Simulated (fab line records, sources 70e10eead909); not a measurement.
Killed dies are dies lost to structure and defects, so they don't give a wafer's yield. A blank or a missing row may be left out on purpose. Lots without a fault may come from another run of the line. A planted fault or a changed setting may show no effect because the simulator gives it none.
Chamber matching | flow nand_harc | NHARC_A_DECK1_JOINT_CMP_13 on cmp-02: 4 sister chambers
The step polishes, target thk 51.023 nm. 8 wafers are shown with their chamber, then 9 later ones without.

WAFERS WITH THEIR CHAMBER
wafer  | chamber | motor_current_A (A) | time_to_endpoint_s (s)
L081.5 | 0       | 10.9                | 5.5
L083.5 | 3       | 11.6                | 9.2
L086.1 | 1       | 13.2                | 9.9
L086.3 | 2       | 11.0                | 9.6
L086.4 | 0       | 10.4                | 5.6
L088.1 | 3       | 12.1                | 12.4
L088.2 | 1       | 13.2                | 13.4
L088.5 | 2       | 11.4                | 14.0

WAFERS WITHOUT THEIR CHAMBER
wafer  | motor_current_A (A) | time_to_endpoint_s (s)
L093.2 | 12.1                | 8.9
L093.3 | 12.5                | 10.4
L093.6 | 10.4                | 10.2
L096.2 | 11.9                | 11.2
L096.3 | 10.5                | 14.0
L096.4 | 13.3                | 13.0
L095.3 | 13.6                | 9.4
L095.5 | 10.7                | 6.9
L095.6 | 13.7                | 7.4

WHICH CHAMBER EACH WENT THROUGH
wafer  | from the rows above     | in truth
L093.2 | 3                       | 3
L093.3 | can't be placed: 3 or 1 | 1
L093.6 | can't be placed: 0 or 2 | 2
L096.2 | 3                       | 3
L096.3 | can't be placed: 2 or 0 | 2
L096.4 | 1                       | 1
L095.3 | 1                       | 1
L095.5 | 0                       | 0
L095.6 | 1                       | 1
Placed correctly: 6 of 9. Can't be placed from these rows: 3 (the true chamber is among the candidates in 3). Placed wrongly: 0.
How it was worked out, from the rows above alone: a wafer's distance from a chamber is the root of the sum, over the readings, of the square of ((its reading less the chamber's mean) divided by the reading's scatter). The wafer belongs to the nearest chamber; if the next one is less than 2 further off, it can't be placed. A chamber's mean is the mean of its shown wafers. The scatter: the root of (the sum of the squares of (reading less its chamber's mean) over the shown wafers, divided by (wafers less chambers)).
